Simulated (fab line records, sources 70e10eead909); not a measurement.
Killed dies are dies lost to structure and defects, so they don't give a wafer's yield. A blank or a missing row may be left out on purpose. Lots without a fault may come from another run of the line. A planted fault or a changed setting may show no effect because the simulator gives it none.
fab line records | flow nand_harc
record lots=6 wafers=18 last_day=35
route steps=1302 shown P_ZERO_WELL@29
lots that met no fault: from a run of the same line without faults
start_h: hours from the record's first day to the start of the lot's first wafer shown | wait_h: hours since the lot's step before | " the same as in the row above | L1.1+2: a row that stands for several wafers | - no value, or no start given | * or withheld: withheld | < > ~ a bound
route shown NAME@n: a module of which the file shows steps, and the number in the route of the first | usual: mean/standard deviation of fault-free wafers | same: alike in all rows | chamber/n: place in a boat | sites: the reading at each site | _std_site: their standard deviation | _edge_site: outer sites' mean less inner sites' | radius_mm: how far each site lies from the wafer's centre | mask NAME#n: copy n | behind: the tool/chamber that last shaped the wafer | hold: why the lot was held/for how many hours/how that ended | device: the transistor (n, p or np) that didn't switch | end of line: the same wafers' tests at the end of the route | a step without rows: its recipe alone | killed: dies lost to structure and defects at the first sort, not the wafer's yield | map: a wafer's dies, x killed, . not, _ none there
set.NAME: the setting as run; set.NAME@STEP: as run at that earlier step | model.NAME: the simulator's own value behind a step, which no gauge read
lots at some steps of the route; a table a step, a row a wafer
services: from which hour (start_h, from the record's first day; less than 0 if before it) a tool's chamber was out of use, for how many hours, and why
## steps
# step NHARC_P_ZERO_WELL_CD_MEAS_24
# recipe target_cd_nm=720 landing_energy_ev=500
# usual cd_nm=721.2/1.5
# columns lot.wafer tool chamber start_h wait_h cd_nm
L419.2 cd_sem-03 0 32.62 - 723.2
L419.5 " 0 " " 723.4
L419.6 " 0 " " 722.7
L426.1 cd_sem-01 0 102.59 - 723.8
L426.4 " 0 " " 722.9
L426.5 " 0 " " 722.8
L427.3 cd_sem-01 0 112.47 - 722.5
L427.5 " 0 " " 723.4
L427.6 " 0 " " 721.4
L428.1 cd_sem-03 0 122.71 - 722.9
L428.2 " 0 " " 722.6
L428.6 " 0 " " 721.7
L431.3 cd_sem-02 0 152.59 - 718.9
L431.4 " 0 " " 719.7
L431.6 " 0 " " 721.7
L441.1 cd_sem-02 0 252.62 - 719.4
L441.4 " 0 " " 721.6
L441.5 " 0 " " 720.7
# step NHARC_P_ZERO_WELL_HARDBAKE_25
# recipe temp_c=125 time_s=80
# step NHARC_P_ZERO_WELL_DESCUM_26
# recipe time_s=3 o2_flow_sccm=200 ar_flow_sccm=0 bias_power_w=0 chemistry=O2
# usual drypump_motor_current_A=5.8/0.58 oes_product_au=1.001/0.0096 rf_vpp_V=57.8/0.76 showerhead_plenum_p_Torr=1.90/0.066 throttle_valve_pct=11.311/0.0091
# columns lot.wafer tool chamber start_h wait_h drypump_motor_current_A oes_product_au rf_hours_counter_h rf_vpp_V showerhead_plenum_p_Torr throttle_valve_pct
L419.2 rie_diel-06 2 32.81 - 5.9 1.002 19 56.2 1.84 11.323
L419.6 " 2 " " 5.9 1.001 - 57.2 1.84 11.314
L419.5 " 3 " " 5.5 1.001 - 57.2 1.91 11.311
L426.4 rie_diel-06 2 102.75 - 5.8 1.007 43 57.9 1.83 11.312
L426.1 " 3 " " 5.4 1.007 38 59.8 1.91 11.303
L426.5 " 2 " " 5.9 1.003 - 58.1 1.83 11.319
L427.3 rie_diel-10 3 112.63 - 5.3 1.017 13 58.1 2.05 11.296
L427.5 " 2 " " 5.1 1.000 - 57.3 1.85 11.304
L427.6 " 3 " " 5.3 1.017 - 59.1 2.05 11.325
L428.1 rie_diel-06 2 122.88 - 5.9 0.999 53 57.5 1.83 11.319
L428.2 " 0 " " 6.8 0.997 54 57.6 1.88 11.306
L428.6 " 1 " " 6.2 0.996 - 58.5 1.96 11.302
L431.4 rie_diel-10 3 152.76 - 5.3 0.996 26 57.8 2.05 11.299
L431.3 " 0 " " 5.4 1.006 23 56.5 1.89 11.317
L431.6 " 3 " " 5.3 1.006 - 58.1 2.05 11.306
L441.1 rie_diel-06 2 252.78 - 5.9 1.001 37 58.8 1.82 11.297
L441.4 " 3 " " 5.4 0.990 34 59.0 1.89 11.312
L441.5 " 3 " " 5.4 1.006 - 56.9 1.89 11.309
# step NHARC_P_ZERO_WELL_IMPLANT_27
# recipe energy_kev=600 dose_cm2=1e+13 tilt_deg=7
# step NHARC_P_ZERO_WELL_IMPLANT_57
# recipe energy_kev=250 dose_cm2=4e+12 tilt_deg=7
# step NHARC_P_ZERO_WELL_IMPLANT_58
# recipe energy_kev=100 dose_cm2=2e+12 tilt_deg=7
# step NHARC_P_ZERO_WELL_STRIP_28
# recipe time_s=840 temp_c=130 chemistry=SPM
# step NHARC_P_ZERO_WELL_DEHYDRATE_29
# recipe temp_c=150 time_s=120
# step NHARC_P_ZERO_WELL_HMDS_30
# recipe time_s=30
# step NHARC_P_ZERO_WELL_COAT_31
# recipe spin_rpm=withheld
# step NHARC_P_ZERO_WELL_SOFTBAKE_32
# recipe temp_c=122 time_s=95
# step NHARC_P_ZERO_WELL_EBR_33
# step NHARC_P_ZERO_WELL_EXPOSE_34
# recipe na=0.6 target_cd_nm=720 dose_mj=22.31 mask_id=P_PWELL
# usual exposure_dose_mJ_cm2=22.308/0.021
# columns lot.wafer tool chamber start_h wait_h mask exposure_dose_mJ_cm2
L419.2 krf_scanner-02 0 34.02 - P_PWELL#0 22.266
L419.5 " 0 " " P_PWELL#0 22.317
L419.6 " 0 " " P_PWELL#0 22.274
L426.1 krf_scanner-01 0 104.07 - P_PWELL#0 22.271
L426.4 " 0 " " P_PWELL#0 22.275
L426.5 " 0 " " P_PWELL#0 22.299
L427.3 krf_scanner-01 0 113.83 - P_PWELL#0 22.554
L427.5 " 0 " " P_PWELL#0 22.550
L427.6 " 0 " " P_PWELL#0 22.553
L428.1 krf_scanner-02 0 124.18 - P_PWELL#0 22.324
L428.2 " 0 " " P_PWELL#0 22.286
L428.6 " 0 " " P_PWELL#0 22.320
L431.3 krf_scanner-01 0 154.08 - P_PWELL#0 22.603
L431.4 " 0 " " P_PWELL#0 22.627
L431.6 " 0 " " P_PWELL#0 22.587
L441.1 krf_scanner-03 0 254.10 - P_PWELL#0 22.286
L441.4 " 0 " " P_PWELL#0 22.317
L441.5 " 0 " " P_PWELL#0 22.301
# step NHARC_P_ZERO_WELL_PEB_35
# recipe peb_temp_c=118 peb_time_s=85
## services
# columns tool chamber start_h hours kind
rie_diel-06 0 11.22 - clean
rie_diel-06 1 11.22 - clean
rie_diel-06 2 11.22 - clean
rie_diel-10 2 12.69 5.9 repair
krf_scanner-02 - 44.67 3.1 repair
rie_diel-06 1 45.70 15.8 repair
krf_scanner-03 - 52.00 4.0 pm
rie_diel-10 - 65.56 9.0 pm
rie_diel-06 3 72.08 14.6 repair
krf_scanner-02 - 74.36 0.4 repair
krf_scanner-02 - 86.08 5.8 repair
krf_scanner-02 - 94.00 4.0 pm
rie_diel-06 - 106.07 0.4 repair
krf_scanner-02 - 126.58 2.2 repair
rie_diel-06 - 130.26 9.0 pm
krf_scanner-03 - 135.84 2.8 repair
krf_scanner-01 - 140.00 4.0 pm
krf_scanner-02 - 143.32 0.5 repair
krf_scanner-01 - 152.50 0.4 repair
rie_diel-06 - 172.71 0.1 repair
rie_diel-06 3 175.54 5.8 repair
krf_scanner-03 - 197.14 0.3 repair
krf_scanner-03 - 224.00 4.0 pm
rie_diel-10 - 242.56 9.0 pm
## key
first_sign step=NHARC_P_ZERO_WELL_EXPOSE_34 reading=exposure_dose_mJ_cm2 direction=up sigmas=13 usual=22.308 struck=22.579
effect none on later readings
met_at NHARC_P_ZERO_WELL_EXPOSE_34
struck_wafers L427.3,L427.5,L427.6,L431.3,L431.4,L431.6
tester_left_out L427,L431
onset_between 104.07 113.83
fault kind=process_parameter_drift tool=krf_scanner-01 chamber=- onset_h=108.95 steps=NHARC_P_ZERO_WELL_EXPOSE_34 channel=dose_mj offset=0.27895 shape=step acts_in=these_recipes_only stated=22.31
# tester_left_out: of these lots the tester's yield and bins aren't shown, on N5 and GAA mostly nor the transistor test; their killed dies are dies lost to structure and defects alone, not to doping, threshold or leakage, so they don't give the yield
